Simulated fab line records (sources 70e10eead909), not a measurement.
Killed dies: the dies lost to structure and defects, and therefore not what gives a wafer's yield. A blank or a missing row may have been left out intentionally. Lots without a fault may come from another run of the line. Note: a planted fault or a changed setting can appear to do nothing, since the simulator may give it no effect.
Which tool is to blame? ; flow nand harc ; 14 lots with 42 wafers sampled at 5 steps, on a route of 1159 steps

## WHAT THE GAUGES SHOWED, per wafer
NHARC_END_SORT_01.
lot;measured;on;defect limited yield (%);killed at array;killed at other;killed at periphery;killed dies;killed open;killed short;sort_bin_2_pct (%);sort_bin_3_pct (%);sort_bin_4_pct (%);sort n pass;sort rim yield pct (%);sort yield pct (%)
L739;day 19 13:53;prober-01;95.9 95.1 96.0;23 29 23;3 2 2;2 2 2;28 33 27;3 5 6;2 3 0;1.2 1.2 1.3;0.44 0.15 0.44;2.5 3.5 2.2;649 644 650;99.1 94.3 95.3;95.9 95.1 96.0
L740;day 19 21:43;prober-01;96.9 96.0 96.2;17 23 23;2 1 2;2 3 1;21 27 26;1 2 3;1 3 2;0.4 1.3 0.6;0 0.44 0.30;2.7 2.2 3.0;656 650 651;95.3 93.4 99.1;96.9 96.0 96.2
L741;day 19 20:47;prober-02;96.2 95.6 95.6;21 26 26;1 2 1;4 2 3;26 30 30;2 4 2;2 1 3;1.3 1.5 1.8;0 0.30 0.15;2.5 2.7 2.5;651 647 647;99.1 92.5 99.1;96.2 95.6 95.6
L743;day 20 04:37;prober-02;95.7 96.9 95.7;23 14 28;0 0 0;6 7 1;29 21 29;3 4 6;1 2 1;2.1 0.9 1.0;0.30 0.15 0.15;1.9 2.1 3.1;648 656 648;94.3 98.1 94.3;95.7 96.9 95.7
L744;day 20 21:47;prober-01;94.7 93.6 94.1;30 41 33;3 0 1;3 2 6;36 43 40;4 6 2;1 2 2;1.9 1.5 1.9;0 0.15 0;3.4 4.7 4.0;641 634 637;95.3 96.2 96.2;94.7 93.6 94.1
L749;day 21 05:54;prober-02;95.1 95.1 94.5;31 30 28;0 0 1;2 3 8;33 33 37;5 3 4;2 2 2;1.6 1.6 1.2;0.15 0.44 0.59;3.1 2.8 3.7;644 644 640;99.1 93.4 93.4;95.1 95.1 94.5
L745;day 21 10:55;prober-01;96.5 97.6 97.8;19 14 11;1 0 0;4 2 4;24 16 15;7 0 3;4 3 2;1.2 0.7 1.0;0 0 0;2.4 1.6 1.2;653 661 662;99.1 99.1 99.1;96.5 97.6 97.8
L746;day 21 21:27;prober-02;97.9 97.8 97.9;13 12 13;0 0 0;1 3 1;14 15 14;1 2 4;1 2 3;0.6 0.6 0.6;0 0 0.30;1.5 1.6 1.2;663 662 663;96.2 100.0 96.2;97.9 97.8 97.9
L753;day 22 12:08;prober-02;95.3 0 0;31 32 28;1 643 647;0 2 2;32 677 677;4 2 4;3 5 4;1.5 2.2 2.1;0.30 95.27 95.72;3.0 2.5 2.2;645 0 0;98.1 0 0;95.3 0 0
L754;day 23 21:55;prober-01;93.9 94.7 0;38 34 43;0 0 634;3 2 0;41 36 677;1 0 3;4 2 2;2.1 2.2 2.1;0.59 0.30 93.94;3.4 2.8 4.0;636 641 0;88.7 90.6 0;93.9 94.7 0
L758;day 24 05:40;prober-01;95.1 93.6 92.6;33 41 47;0 1 3;0 1 0;33 43 50;1 4 2;0 3 1;1.5 2.4 2.1;0.15 0 0.15;3.2 4.0 5.2;644 634 627;92.5 93.4 95.3;95.1 93.6 92.6
L759;day 24 08:17;prober-02;94.7 94.1 95.3;31 26 32;1 6 0;4 8 0;36 40 32;3 2 3;2 2 2;1.9 1.5 2.5;0.44 0.44 0.44;3.0 4.0 1.8;641 637 645;89.6 95.3 93.4;94.7 94.1 95.3
L760;day 25 03:33;prober-01;96.3 96.0 96.8;18 20 21;3 2 1;4 5 0;25 27 22;5 2 3;0 1 0;1.0 1.3 0.7;0.15 0.30 0.30;2.5 2.4 2.2;652 650 655;98.1 100.0 98.1;96.3 96.0 96.8
L761;day 25 11:17;prober-02;94.1 92.6 95.4;31 38 24;1 2 2;8 10 5;40 50 31;3 4 1;2 4 2;1.8 3.2 1.5;0.59 0.15 0.15;3.5 4.0 3.0;637 627 646;95.3 87.7 95.3;94.1 92.6 95.4

## EACH LOT AND THE TOOL THAT RAN IT (in order: tool; ch and the chambers of the sampled wafers; start)
lot;NHARC_THIN_TSV_DEGAS_49;NHARC_THIN_TSV_PVD_51;NHARC_THIN_TSV_DEGAS_53;NHARC_THIN_TSV_PVD_24
L739;pvd sputter-03, day 19 00:15;pvd sputter-03, day 19 02:28 or earlier;pvd sputter-02, day 19 02:28;pvd sputter-02, day 19 02:49
L740;pvd sputter-03, day 19 02:05;pvd sputter-03, day 19 04:05 or earlier;pvd sputter-03, day 19 04:05;pvd sputter-03, day 19 04:23
L741;pvd sputter-01, day 19 02:20;pvd sputter-01, day 19 04:25 or earlier;pvd sputter-02, day 19 04:25;pvd sputter-02, day 19 04:41
L743;pvd sputter-01, day 19 09:50;pvd sputter-01, day 19 12:08 or earlier;pvd sputter-01, day 19 12:08;pvd sputter-01, day 19 12:29
L744;pvd sputter-02, day 20 09:38;pvd sputter-02, day 20 11:49 or earlier;pvd sputter-02, day 20 11:49;pvd sputter-02, day 20 12:10
L749;pvd sputter-01, day 20 14:28;pvd sputter-01, day 20 16:28 or earlier;pvd sputter-03, day 20 16:28;pvd sputter-03, day 20 16:52
L745;pvd sputter-03, day 20 20:31;pvd sputter-03, day 20 22:37 or earlier;pvd sputter-03, day 20 22:37;pvd sputter-03, day 20 22:53
L746;pvd sputter-02, day 21 04:19;pvd sputter-02, day 21 06:23 or earlier;pvd sputter-01, day 21 06:23;pvd sputter-01, day 21 06:41
L753;pvd sputter-03, day 21 21:52;pvd sputter-03, day 21 23:55 or earlier;pvd sputter-02, day 21 23:55;pvd sputter-02, day 22 00:19
L754;pvd sputter-02, day 23 00:19;pvd sputter-02, day 23 02:19 or earlier;pvd sputter-02, day 23 02:19;pvd sputter-02, day 23 02:37
L758;pvd sputter-03, day 23 09:20;pvd sputter-03, day 23 11:22 or earlier;pvd sputter-01, day 23 11:22;pvd sputter-01, day 23 11:40
L759;pvd sputter-03, day 23 12:37;pvd sputter-03, day 23 14:34 or earlier;pvd sputter-01, day 23 14:34;pvd sputter-01, day 23 14:59
L760;pvd sputter-01, day 24 16:40;pvd sputter-01, day 24 18:38 or earlier;pvd sputter-01, day 24 18:38;pvd sputter-01, day 24 19:02
L761;pvd sputter-01, day 24 19:16;pvd sputter-01, day 24 21:36 or earlier;pvd sputter-03, day 24 21:36;pvd sputter-03, day 24 21:53
- NHARC_THIN_TSV_DEGAS_49: time 120 s.
- NHARC_THIN_TSV_PVD_51: deposits Cu, target thk 100 nm.
- NHARC_THIN_TSV_DEGAS_53: time 60 s.
- NHARC_THIN_TSV_PVD_24: deposits Al, target thk 800 nm.

## WHAT THE TOOLS THEMSELVES READ (means of the sampled wafers that have a number; where no wafer has one, the mark that the record gives instead)
NHARC_THIN_TSV_DEGAS_49.
lot;tool;heater power w (W)
L739;pvd sputter-03;481
L740;pvd sputter-03;499
L741;pvd sputter-01;485
L743;pvd sputter-01;493
L744;pvd sputter-02;563
L749;pvd sputter-01;485
L745;pvd sputter-03;457
L746;pvd sputter-02;510
L753;pvd sputter-03;449
L754;pvd sputter-02;527
L758;pvd sputter-03;448
L759;pvd sputter-03;455
L760;pvd sputter-01;461
L761;pvd sputter-01;481

NHARC_THIN_TSV_PVD_51.
lot;tool;throttle valve pct (%)
L739;pvd sputter-03;30.7
L740;pvd sputter-03;32.5
L741;pvd sputter-01;29.4
L743;pvd sputter-01;29.3
L744;pvd sputter-02;30.4
L749;pvd sputter-01;29.2
L745;pvd sputter-03;31.1
L746;pvd sputter-02;30.0
L753;pvd sputter-03;30.5
L754;pvd sputter-02;29.7
L758;pvd sputter-03;31.2
L759;pvd sputter-03;30.8
L760;pvd sputter-01;30.2
L761;pvd sputter-01;29.9

NHARC_THIN_TSV_DEGAS_53.
lot;tool;heater power w (W)
L739;pvd sputter-02;576
L740;pvd sputter-03;440
L741;pvd sputter-02;531
L743;pvd sputter-01;475
L744;pvd sputter-02;553
L749;pvd sputter-03;435
L745;pvd sputter-03;502
L746;pvd sputter-01;468
L753;pvd sputter-02;495
L754;pvd sputter-02;540
L758;pvd sputter-01;460
L759;pvd sputter-01;455
L760;pvd sputter-01;461
L761;pvd sputter-03;501

## THE ANSWER, worked out from the rows above alone
Rule: what is usual is taken from the lots themselves. The widest of any qualifying gaps counts: lots, ordered by their means at a reading, are off when they make up no more than a third of the lots, leave a main group of 4 or more, and stand apart from it by 3 or more times the standard deviation of that group's means. A main group whose means are all the same, to the digits that the tables above print for the reading, isn't used. Also off: a lot with no number at a reading for which 4 or more lots have one. All remaining lots with rows at the step are treated as sound. First the gauges in route order, then the tools' own readings, where a lot's mean is used as printed above. The first step at which some lot is off is used, and at that step the reading that is off furthest; a lot without a number counts as furthest.
Off: L753, L754, at NHARC_END_SORT_01 (killed at other). For the main group the mean is 1.2 and the standard deviation 0.82.
A tool fits if, at a process step before that reading, it ran every lot that is off, and no sound lot after the first of them. Gauges at NHARC_END_SORT_01: tried the same way as those tools. NHARC_THIN_TSV_PVD_51 gives no start for some lots, so the hours and the order of its lots are those of NHARC_THIN_TSV_DEGAS_53. One fits: pvd sputter-02 at NHARC_THIN_TSV_DEGAS_53 and NHARC_THIN_TSV_PVD_24. At NHARC_THIN_TSV_DEGAS_53 its last sound lot is L744 (day 20 11:49), its first lot that is off L753 (day 21 23:55): a fault that began between those two fits.

## WHAT HAD BEEN PUT IN BY THE SIMULATOR
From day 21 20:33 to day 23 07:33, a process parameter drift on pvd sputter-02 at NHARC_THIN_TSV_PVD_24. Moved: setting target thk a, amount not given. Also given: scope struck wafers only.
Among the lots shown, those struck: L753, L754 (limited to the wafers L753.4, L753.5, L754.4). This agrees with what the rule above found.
